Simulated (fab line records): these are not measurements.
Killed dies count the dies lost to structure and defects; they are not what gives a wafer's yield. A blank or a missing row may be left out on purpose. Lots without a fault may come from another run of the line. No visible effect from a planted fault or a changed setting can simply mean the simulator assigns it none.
Chamber matching | flow n5Finfet | cvdCo-01 running N5_BEOL_M2_PRE_CLEAN_60: 3 sister chambers
The step time 15 s. 6 wafers are shown with their chamber, then 10 later ones without.

EACH WAFER AND ITS CHAMBER
wafer  | chamber | heaterPowerW (W)
L078.6 | 2       | 68
L080.4 | 2       | 69
L087.3 | 1       | 92
L087.5 | 0       | 80
L093.1 | 1       | 92
L093.3 | 0       | 80

WAFERS WITHOUT THEIR CHAMBER
wafer  | heaterPowerW (W)
L093.5 | 90
L094.1 | 84
L094.3 | 90
L094.4 | 82
L091.1 | 91
L091.2 | 81
L091.4 | 83
L095.3 | 89
L095.4 | 83
L095.6 | 89

CHAMBER TAKEN BY EACH
wafer  | from the rows above | in truth
L093.5 | 1                   | 1
L094.1 | 0                   | 0
L094.3 | 1                   | 1
L094.4 | 0                   | 0
L091.1 | 1                   | 1
L091.2 | 0                   | 0
L091.4 | 0                   | 0
L095.3 | 1                   | 1
L095.4 | 0                   | 0
L095.6 | 1                   | 1
Correctly placed: 10 of 10. Number that these rows cannot place: 0. Placed wrongly: 0.
How it was worked out, from the rows above alone: a wafer's distance from a chamber is the root of the sum, over the readings, of the square of ((its reading less the chamber's mean) divided by the reading's scatter). If the next closest chamber is less than 2 further off than the closest, the wafer can't be placed; otherwise it belongs to the closest. A chamber's mean is the mean of its shown wafers. How the scatter is found: for the shown wafers, subtract from each reading the mean of its chamber, square and add these, divide the total by (wafers less chambers), then take the root.
